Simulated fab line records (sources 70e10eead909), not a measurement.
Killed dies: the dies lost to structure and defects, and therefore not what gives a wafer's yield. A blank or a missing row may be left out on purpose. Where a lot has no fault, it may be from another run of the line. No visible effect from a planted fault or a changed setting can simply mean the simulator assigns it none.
fab line records -- flow nand-harc
record: lots: 11, wafers: 33, last-day: 23
route steps=1159 shown A_CHANNEL_HOLE_D1@474 A_CHANNEL_FILL_D1@495 END@1159
lots that met no fault: from a run of the same line without faults
start-h: start of the lot's first displayed wafer, in hours after the record's first day -- wait-h: hours elapsed since this lot's preceding step -- " identical to the entry in the row above -- L1.1+2: a row that stands for several wafers -- - no value present, or no start provided -- * or withheld: withheld -- < > ~ a bound
route shown NAME@n: a module of which the file shows steps, and the number in the route of the first -- usual: average and standard deviation across the fault-free wafers -- same: alike in all rows -- chamber/n: place in a boat -- sites: the reading at each site -- _std_site: how widely they spread, as a standard deviation -- _edge_site: the outer-site mean with the inner-site mean subtracted -- radius-mm: how far each site lies from the wafer's centre -- mask NAME#n: copy n -- behind: the tool/chamber that last shaped the wafer -- hold: cause of the lot's hold/its duration in hours/its outcome -- device: the transistor (n, p or np) that didn't switch -- end of line: at the end of the route, the tests of the same wafers -- a step given without rows: its recipe and nothing more -- killed: dies lost to structure and defects at the first sort, not the wafer's yield -- map: the dies of a wafer, with x for killed, . for not killed, _ for no die there
set.NAME: the setting that was run; set.NAME@STEP: the one run at that earlier step -- model.NAME: the simulator's own value behind a step, which no gauge read
route steps across a sampled set of lots; one table per step, one row per wafer
services: when a tool's chamber went out of use (start-h, in hours from the record's first day, below 0 if earlier), for how many hours, and the reason
== steps ==
step: NHARC_A_CHANNEL_HOLE_D1_ETCH_22
recipe: bias-v: 3000, source-w: withheld, pressure-mtorr: 20, time-s: 666.7, ar-flow-sccm: 375, c4f8-flow-sccm: 89.3, o2-flow-sccm: 35.7, temp-c: -20, target-depth-a: 16000, chemistry: C4F8/O2/Ar
usual: chamber-pressure-mTorr: 20.000/0.019, drypump-motor-current-A: 6.05/0.27, showerhead-plenum-p-Torr: 3.70/0.081, throttle-valve-pct: 32.155/0.0077
lot.wafer,tool,chamber,start-h,wait-h,chamber-pressure-mTorr,drypump-motor-current-A,rf-hours-counter-h,showerhead-plenum-p-Torr,throttle-valve-pct
L999.1,har-etch-02,1,172.44,0.4,20.003,5.93,96,3.61,32.148
L999.3,har-etch-02,0,172.44,0.4,19.976,5.76,-,3.69,32.144
L999.5,har-etch-02,0,172.44,0.4,19.999,5.77,-,3.69,32.158
L100.1,har-etch-01,0,185.79,0.4,19.973,6.00,195,3.82,32.153
L100.4,har-etch-01,0,185.79,0.4,20.038,6.01,-,3.82,32.144
L100.6,har-etch-01,1,185.79,0.4,20.003,6.49,-,3.74,32.171
L101.2,har-etch-02,0,187.30,0.4,19.983,5.78,104,3.68,32.152
L101.6,har-etch-02,1,187.30,0.4,20.012,5.94,-,3.60,32.168
L101.5,har-etch-02,0,187.30,0.4,20.021,5.78,-,3.68,32.168
L106.2,har-etch-01,0,210.79,0.4,19.993,6.00,208,3.82,32.146
L106.3,har-etch-01,0,210.79,0.4,20.000,6.01,-,3.82,32.146
L106.4,har-etch-01,1,210.79,0.4,20.020,6.48,-,3.73,32.163
L105.1,har-etch-02,1,210.98,0.4,20.030,5.93,117,3.60,32.158
L105.3,har-etch-02,0,210.98,0.4,19.991,5.77,-,3.68,32.153
L105.5,har-etch-02,1,210.98,0.4,20.013,5.95,-,3.60,32.157
L107.2,har-etch-01,1,224.12,0.4,19.999,6.47,215,3.73,32.158
L107.3,har-etch-01,0,224.12,0.4,19.980,6.06,-,3.81,32.136
L107.5,har-etch-01,1,224.12,0.4,19.990,6.45,-,3.73,32.161
L109.2,har-etch-01,0,252.34,0.4,20.009,6.02,223,3.81,32.156
L109.3,har-etch-01,1,252.34,0.4,20.029,6.46,-,3.72,32.157
L109.5,har-etch-01,0,252.34,0.4,20.029,6.05,-,3.81,32.157
L111.3,har-etch-02,1,257.14,0.4,20.027,5.92,-,3.59,32.158
L111.5,har-etch-02,0,257.14,0.4,19.984,5.76,-,3.67,32.153
L111.6,har-etch-02,1,257.14,0.4,19.967,5.93,-,3.59,32.153
L114.2,har-etch-02,1,269.50,0.4,19.990,5.93,143,3.58,32.156
L114.6,har-etch-02,0,269.50,0.4,19.999,5.77,-,3.66,32.151
L114.5,har-etch-02,1,269.50,0.4,19.996,5.93,-,3.58,32.159
L117.2,har-etch-01,1,279.45,0.4,20.020,6.50,243,3.71,32.150
L117.4,har-etch-01,0,279.45,0.4,20.037,6.03,-,3.80,32.149
L117.5,har-etch-01,0,279.45,0.4,19.993,6.03,-,3.80,32.149
L120.2,har-etch-01,1,302.54,0.4,19.980,6.46,248,3.71,32.152
L120.3,har-etch-01,1,302.54,0.4,19.992,6.49,-,3.71,32.150
L120.5,har-etch-01,0,302.54,0.4,20.009,6.00,-,3.79,32.152
step: NHARC_A_CHANNEL_HOLE_D1_ETCH_25
recipe: bias-v: 5000, source-w: withheld, pressure-mtorr: 20, time-s: 1040.2, ar-flow-sccm: 375, c4f8-flow-sccm: 93.8, o2-flow-sccm: 31.2, temp-c: -20, target-depth-a: 15000, chemistry: C4F8/O2/Ar
usual: chamber-pressure-mTorr: 20.001/0.018, drypump-motor-current-A: 6.05/0.26, showerhead-plenum-p-Torr: 3.69/0.081, throttle-valve-pct: 32.235/0.0091
lot.wafer,tool,chamber,start-h,wait-h,chamber-pressure-mTorr,drypump-motor-current-A,rf-hours-counter-h,showerhead-plenum-p-Torr,throttle-valve-pct
L999.1,har-etch-02,1,174.53,0.7,20.001,5.91,99,3.60,32.234
L999.3,har-etch-02,0,174.53,0.7,19.997,5.78,-,3.68,32.236
L999.5,har-etch-02,0,174.53,0.7,20.002,5.78,-,3.68,32.247
L100.1,har-etch-01,0,187.81,0.6,19.979,6.01,197,3.82,32.228
L100.4,har-etch-01,0,187.81,0.6,19.974,5.97,-,3.82,32.236
L100.6,har-etch-01,1,187.81,0.6,20.001,6.48,-,3.73,32.254
L101.2,har-etch-02,0,189.40,0.7,20.034,5.76,106,3.68,32.224
L101.6,har-etch-02,1,189.40,0.7,20.012,5.91,-,3.60,32.235
L101.5,har-etch-02,0,189.40,0.7,20.027,5.74,-,3.68,32.223
L106.2,har-etch-01,0,212.82,0.6,20.014,5.98,210,3.81,32.256
L106.3,har-etch-01,0,212.82,0.6,20.009,6.00,-,3.81,32.241
L106.4,har-etch-01,1,212.82,0.6,19.997,6.48,-,3.73,32.226
L105.1,har-etch-02,1,213.03,0.6,19.989,5.93,119,3.59,32.219
L105.3,har-etch-02,0,213.03,0.6,19.976,5.77,-,3.67,32.226
L105.5,har-etch-02,1,213.03,0.6,20.005,5.92,-,3.59,32.242
L107.2,har-etch-01,1,226.15,0.6,20.032,6.49,217,3.72,32.249
L107.3,har-etch-01,0,226.15,0.6,19.999,6.04,-,3.81,32.237
L107.5,har-etch-01,1,226.15,0.6,20.016,6.47,-,3.72,32.237
L109.2,har-etch-01,0,254.37,0.6,19.986,6.02,225,3.80,32.248
L109.3,har-etch-01,1,254.37,0.6,20.005,6.45,-,3.72,32.220
L109.5,har-etch-01,0,254.37,0.6,19.956,6.01,-,3.80,32.243
L111.3,har-etch-02,1,259.33,0.7,20.005,5.91,-,3.58,32.231
L111.5,har-etch-02,0,259.33,0.7,19.971,5.78,-,3.66,32.221
L111.6,har-etch-02,1,259.33,0.7,19.994,5.92,-,3.58,32.226
L114.2,har-etch-02,1,271.58,0.7,20.016,5.92,145,3.58,32.231
L114.6,har-etch-02,0,271.58,0.7,20.036,5.79,-,3.66,32.248
L114.5,har-etch-02,1,271.58,0.7,20.025,5.91,-,3.58,32.237
L117.2,har-etch-01,1,281.48,0.6,20.004,6.50,245,3.71,32.223
L117.4,har-etch-01,0,281.48,0.6,20.018,6.03,-,3.79,32.224
L117.5,har-etch-01,0,281.48,0.6,20.004,6.00,-,3.79,32.221
L120.2,har-etch-01,1,304.63,0.7,19.970,6.50,250,3.70,32.245
L120.3,har-etch-01,1,304.63,0.7,19.970,6.49,-,3.70,32.226
L120.5,har-etch-01,0,304.63,0.7,19.973,6.01,-,3.79,32.230
step: NHARC_A_CHANNEL_HOLE_D1_ETCH_33
recipe: bias-v: 400, source-w: 2000, pressure-mtorr: 25, time-s: 90, ar-flow-sccm: 375, c4f8-flow-sccm: 41.7, o2-flow-sccm: 83.3, temp-c: -20, target-depth-a: 4000, chemistry: C4F8/O2/Ar
usual: chamber-pressure-mTorr: 24.999/0.023, drypump-motor-current-A: 6.05/0.27, showerhead-plenum-p-Torr: 3.74/0.084, throttle-valve-pct: 27.619/0.0087
lot.wafer,tool,chamber,start-h,wait-h,chamber-pressure-mTorr,drypump-motor-current-A,rf-hours-counter-h,showerhead-plenum-p-Torr,throttle-valve-pct
L999.1,har-etch-02,1,175.49,0.2,25.032,5.92,99,3.64,27.621
L999.3,har-etch-02,0,175.49,0.2,24.990,5.77,-,3.73,27.625
L999.5,har-etch-02,0,175.49,0.2,25.000,5.79,-,3.73,27.617
L100.1,har-etch-01,0,188.89,0.2,24.972,5.98,198,3.86,27.612
L100.4,har-etch-01,0,188.89,0.2,24.977,6.01,-,3.87,27.629
L100.6,har-etch-01,1,188.89,0.2,25.026,6.47,-,3.78,27.622
L101.2,har-etch-02,0,190.37,0.2,25.000,5.78,107,3.72,27.618
L101.6,har-etch-02,1,190.37,0.2,24.991,5.92,-,3.64,27.616
L101.5,har-etch-02,0,190.37,0.2,25.016,5.78,-,3.72,27.628
L106.2,har-etch-01,0,213.91,0.2,24.986,6.03,211,3.86,27.629
L106.3,har-etch-01,0,213.91,0.2,25.019,5.99,-,3.86,27.616
L106.4,har-etch-01,1,213.91,0.2,24.994,6.48,-,3.77,27.611
L105.1,har-etch-02,1,214.11,0.2,24.981,5.90,120,3.63,27.621
L105.3,har-etch-02,0,214.11,0.2,24.991,5.77,-,3.71,27.634
L105.5,har-etch-02,1,214.11,0.2,25.021,5.91,-,3.63,27.607
L107.2,har-etch-01,1,227.24,0.2,25.041,6.49,218,3.77,27.634
L107.3,har-etch-01,0,227.24,0.2,24.966,6.05,-,3.85,27.613
L107.5,har-etch-01,1,227.24,0.2,25.004,6.49,-,3.77,27.627
L109.2,har-etch-01,0,255.46,0.2,24.993,6.02,226,3.85,27.621
L109.3,har-etch-01,1,255.46,0.2,24.988,6.50,-,3.76,27.618
L109.5,har-etch-01,0,255.46,0.2,25.004,6.01,-,3.85,27.608
L111.3,har-etch-02,1,260.05,0.2,24.989,5.94,-,3.62,27.619
L111.5,har-etch-02,0,260.05,0.2,24.994,5.77,-,3.71,27.610
L111.6,har-etch-02,1,260.05,0.2,24.988,5.93,-,3.62,27.612
L114.2,har-etch-02,1,272.55,0.2,25.005,5.93,146,3.62,27.626
L114.6,har-etch-02,0,272.55,0.2,25.046,5.78,-,3.70,27.621
L114.5,har-etch-02,1,272.55,0.2,24.982,5.93,-,3.62,27.633
L117.2,har-etch-01,1,282.55,0.2,24.976,6.50,246,3.75,27.614
L117.4,har-etch-01,0,282.55,0.2,25.020,6.00,-,3.84,27.630
L117.5,har-etch-01,0,282.55,0.2,25.012,5.98,-,3.84,27.624
L120.2,har-etch-01,1,305.58,0.2,24.956,6.47,251,3.75,27.619
L120.3,har-etch-01,1,305.58,0.2,24.994,6.47,-,3.75,27.626
L120.5,har-etch-01,0,305.58,0.2,25.009,6.01,-,3.83,27.604
step: NHARC_A_CHANNEL_HOLE_D1_INSPECT_40
usual: raw-defect-count: 61/16
lot.wafer,tool,chamber,start-h,wait-h,raw-defect-count
L999.1,defect-inspect-01,-,177.19,-,73
L999.3,defect-inspect-01,-,177.19,-,65
L999.5,defect-inspect-01,-,177.19,-,55
L100.1,defect-inspect-02,-,190.62,-,67
L100.4,defect-inspect-02,-,190.62,-,76
L100.6,defect-inspect-02,-,190.62,-,66
L101.2,defect-inspect-01,-,192.06,-,55
L101.5,defect-inspect-01,-,192.06,-,68
L101.6,defect-inspect-01,-,192.06,-,64
L106.2,defect-inspect-01,-,215.65,-,42
L106.3,defect-inspect-01,-,215.65,-,65
L106.4,defect-inspect-01,-,215.65,-,73
L105.1,defect-inspect-02,-,215.83,-,72
L105.3,defect-inspect-02,-,215.83,-,49
L105.5,defect-inspect-02,-,215.83,-,50
L107.2,defect-inspect-02,-,229.05,-,80
L107.3,defect-inspect-02,-,229.05,-,90
L107.5,defect-inspect-02,-,229.05,-,75
L109.2,defect-inspect-01,-,257.66,-,91
L109.3,defect-inspect-01,-,257.66,-,97
L109.5,defect-inspect-01,-,257.66,-,84
L111.3,defect-inspect-02,-,261.99,-,57
L111.5,defect-inspect-02,-,261.99,-,62
L111.6,defect-inspect-02,-,261.99,-,37
L114.2,defect-inspect-02,-,274.68,-,46
L114.5,defect-inspect-02,-,274.68,-,39
L114.6,defect-inspect-02,-,274.68,-,58
L117.2,defect-inspect-02,-,284.29,-,81
L117.4,defect-inspect-02,-,284.29,-,540
L117.5,defect-inspect-02,-,284.29,-,577
L120.2,defect-inspect-01,-,307.30,-,60
L120.3,defect-inspect-01,-,307.30,-,68
L120.5,defect-inspect-01,-,307.30,-,529
step: NHARC_A_CHANNEL_FILL_D1_ALD_15
recipe: target-thk-a: 20, pulse-time-s: 60, ald-cycles: 19, temp-c: 630, pressure-torr: 2, material: SiNx
usual: precursor-pulse-height-rel: 0.999/0.02
lot.wafer,tool,chamber,start-h,wait-h,precursor-pulse-height-rel
L999.1,ald-sin-batch-01,0,-,-,0.980
L999.3,ald-sin-batch-01,0,-,-,1.005
L999.5,ald-sin-batch-01,0,-,-,1.001
L100.1,ald-sin-batch-02,0,-,-,1.035
L100.4,ald-sin-batch-02,0,-,-,0.984
L100.6,ald-sin-batch-02,0,-,-,0.973
L101.2,ald-sin-batch-02,0,204.67,2.8,0.978
L101.5,ald-sin-batch-02,0,204.67,2.8,0.981
L101.6,ald-sin-batch-02,0,204.67,2.8,0.947
L105.1,ald-sin-batch-02,0,-,-,1.006
L105.3,ald-sin-batch-02,0,-,-,0.975
L105.5,ald-sin-batch-02,0,-,-,1.025
L106.2,ald-sin-batch-02,0,-,-,0.997
L106.3,ald-sin-batch-02,0,-,-,1.010
L106.4,ald-sin-batch-02,0,-,-,1.008
L107.2,ald-sin-batch-01,0,-,-,1.002
L107.3,ald-sin-batch-01,0,-,-,1.015
L107.5,ald-sin-batch-01,0,-,-,1.022
L109.2,ald-sin-batch-01,0,-,-,1.018
L109.3,ald-sin-batch-01,0,-,-,0.990
L109.5,ald-sin-batch-01,0,-,-,1.009
L111.3,ald-sin-batch-01,0,-,-,1.014
L111.5,ald-sin-batch-01,0,-,-,1.010
L111.6,ald-sin-batch-01,0,-,-,1.013
L114.2,ald-sin-batch-01,0,-,-,1.014
L114.5,ald-sin-batch-01,0,-,-,0.979
L114.6,ald-sin-batch-01,0,-,-,1.012
L117.2,ald-sin-batch-02,0,-,-,0.988
L117.4,ald-sin-batch-02,0,-,-,1.019
L117.5,ald-sin-batch-02,0,-,-,0.994
L120.2,ald-sin-batch-02,0,-,-,1.023
L120.3,ald-sin-batch-02,0,-,-,1.016
L120.5,ald-sin-batch-02,0,-,-,1.008
step: NHARC_END_SORT_01
recipe: temp-c: 25
usual: killed-at-array: 29/11, killed-at-other: 0.5/0.89, killed-at-periphery: 3.3/2, killed-dies: 32/11, killed-open: 3.1/1.9, killed-short: 2.3/1.6
same: gross-dies: 677
lot.wafer,tool,chamber,start-h,wait-h,killed-at-array,killed-at-other,killed-at-periphery,killed-dies,killed-open,killed-short
L117.2,prober-02,0,539.57,2.8,56,0,1,57,1,3
L117.4,prober-02,0,541.18,3.4,100,1,1,102,2,3
L117.5,prober-02,0,541.98,3.7,112,0,3,115,4,1
L120.2,prober-02,0,555.12,2.8,35,0,4,39,3,3
L120.3,prober-02,0,555.92,3.1,33,0,4,37,2,2
L120.5,prober-02,0,557.51,3.7,76,0,1,77,0,0
killed by level:class
L117.2 A_CHANNEL_HOLE_D1:chamber-film-flake=34 A_SLIT:chamber-film-flake=13 A_STAIRCASE:chamber-film-flake=3 A_CONTACT:chamber-film-flake=2 A_ONON_D1:geometric-particle:short=1 A_SGD_CUT:geometric-particle:open=1 A_WL_FILL:geometric-particle:short=1 A_CONTACT:geometric-particle:short=1
L117.4 A_CHANNEL_HOLE_D1:unspecified=73 A_SLIT:chamber-film-flake=16 A_CHANNEL_HOLE_D1:chamber-film-flake=5 A_CHANNEL_FILL_D1:geometric-particle:short=2 A_WL_FILL:chamber-film-flake=2 A_WL_FILL:geometric-particle:open=1 A_CONTACT:geometric-particle:open=1 P_STI:chamber-film-flake=1
L117.5 A_CHANNEL_HOLE_D1:unspecified=85 A_SLIT:chamber-film-flake=14 A_CHANNEL_HOLE_D1:chamber-film-flake=5 A_CONTACT:chamber-film-flake=5 A_CONTACT:geometric-particle:open=2 P_STI:geometric-particle:open=1 P_GATE:geometric-particle:open=1 A_ONON_D1:geometric-particle:short=1
L120.2 A_CHANNEL_HOLE_D1:chamber-film-flake=21 A_CONTACT:chamber-film-flake=6 P_STI:chamber-film-flake=3 A_CHANNEL_FILL_D1:geometric-particle:short=2 A_STAIRCASE:chamber-film-flake=2 P_M0:geometric-particle:open=1 A_CHANNEL_FILL_D1:geometric-particle:open=1 A_WL_FILL:geometric-particle:short=1
L120.3 A_CHANNEL_HOLE_D1:chamber-film-flake=23 A_CONTACT:chamber-film-flake=7 P_GATE:chamber-film-flake=2 P_ZERO_WELL:geometric-particle:short=1 P_GATE:geometric-particle:open=1 A_SOURCE_PLATE:geometric-particle:open=1 A_CONTACT:geometric-particle:short=1 A_STAIRCASE:chamber-film-flake=1
L120.5 A_CHANNEL_HOLE_D1:unspecified=74 A_CHANNEL_HOLE_D1:chamber-film-flake=2 P_STI:chamber-film-flake=1
== services ==
tool,chamber,start-h,hours,kind
har-etch-01,-,305.74,17.0,pm
har-etch-01,0,305.74,17.0,vent-cycle
har-etch-01,1,305.74,17.0,vent-cycle
== key ==
first-sign: step: NHARC_A_CHANNEL_HOLE_D1_INSPECT_40, reading: raw-defect-count, direction: up, sigmas: 31, usual: 61, struck: 549
effect: step: NHARC_END_SORT_01, reading: killed-at-array, direction: up, sigmas: 6.1, usual: 29, struck: 96
more-kills-born-at: NHARC_A_CHANNEL_HOLE_D1_ETCH_22@har-etch-01: 191
met-at NHARC_A_CHANNEL_HOLE_D1_ETCH_22
struck-lots L117,L120
struck-wafers L117.4,L117.5,L120.5
tester-left-out L117,L120
not-acting-at NHARC_A_CHANNEL_HOLE_D1_ETCH_25,NHARC_A_CHANNEL_HOLE_D1_ETCH_33,NHARC_A_CHANNEL_FILL_D1_ALD_15
onset-between 252.34 279.45
fault: kind: chamber-particle-source, tool: har-etch-01, chamber: 0, onset-h: 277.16, steps: NHARC_A_CHANNEL_HOLE_D1_ETCH_22, rate-per-visit-cm2: 0.75812, end-h: 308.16
tester-left-out: of these lots the tester's yield and bins aren't shown, on N5 and GAA mostly nor the transistor test; their killed dies are dies lost to structure and defects alone, not to doping, threshold or leakage, so they don't give the yield
